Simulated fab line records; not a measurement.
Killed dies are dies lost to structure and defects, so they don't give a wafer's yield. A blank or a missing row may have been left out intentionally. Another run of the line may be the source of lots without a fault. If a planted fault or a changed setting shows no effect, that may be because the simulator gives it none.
Which tool was responsible? + flow n5Finfet + 36 wafers from 12 lots sampled at 2 of the route's 1938 steps

== WHAT THE GAUGES SHOWED, per wafer ==
N5_MOL_CONTACT_COAG_INSPECT_57: inspects for defects (brightfield).
| lot  | measured     | on               | rawDefectCount |
|------|--------------|------------------|----------------|
| L075 | day 5 12:31  | defectInspect-02 | 242 267 208    |
| L077 | day 6 02:02  | defectInspect-01 | 192 146 259    |
| L079 | day 6 10:29  | defectInspect-01 | 179 198 178    |
| L081 | day 6 21:53  | defectInspect-02 | 223 177 237    |
| L083 | day 7 12:58  | defectInspect-01 | 220 293 257    |
| L085 | day 8 04:22  | defectInspect-02 | 345 271 280    |
| L087 | day 8 11:59  | defectInspect-01 | 204 219 218    |
| L089 | day 8 20:22  | defectInspect-02 | 150 185 265    |
| L091 | day 9 06:11  | defectInspect-02 | 193 273 255    |
| L093 | day 9 22:37  | defectInspect-02 | 209 187 262    |
| L095 | day 10 15:53 | defectInspect-01 | 134 215 173    |
| L097 | day 10 19:26 | defectInspect-01 | 179 169 205    |

== WHICH TOOL RAN EACH LOT (tool, then ch and the chambers of the sampled wafers, then the start) ==
| lot  | N5_MOL_CONTACT_COAG_PRE_CLEAN_141 |
|------|-----------------------------------|
| L075 | pvdSputter-03, day 5 05:22        |
| L077 | pvdSputter-01, day 5 18:17        |
| L079 | pvdSputter-01, day 6 02:07        |
| L081 | pvdSputter-01, day 6 15:35        |
| L083 | pvdSputter-03, day 7 05:14        |
| L085 | pvdSputter-03, day 7 20:59        |
| L087 | pvdSputter-02, day 8 05:38        |
| L089 | pvdSputter-03, day 8 12:30        |
| L091 | pvdSputter-01, day 8 23:58        |
| L093 | pvdSputter-02, day 9 15:10        |
| L095 | pvdSputter-03, day 10 08:29       |
| L097 | pvdSputter-03, day 10 12:07       |
- N5_MOL_CONTACT_COAG_PRE_CLEAN_141: time 60 s.

== THE ANSWER, worked out from the rows above alone ==
Rule: the usual values come from the lots themselves. Put in order of their means at a reading, lots are off if they are a third of the lots or fewer, leave a main group of 4 or more, and stand apart from it by a gap of 3 or more times the standard deviation of the main group's means; of several such gaps the widest counts. A main group is skipped when, at the precision printed for the reading in the tables above, its means are all equal. A lot without any number at a reading at which 4 lots or more have one is off too. All remaining lots with rows at the step are treated as sound.
No lot is off at any reading shown: from this, nothing can be told.

== WHAT HAD BEEN PUT IN BY THE SIMULATOR ==
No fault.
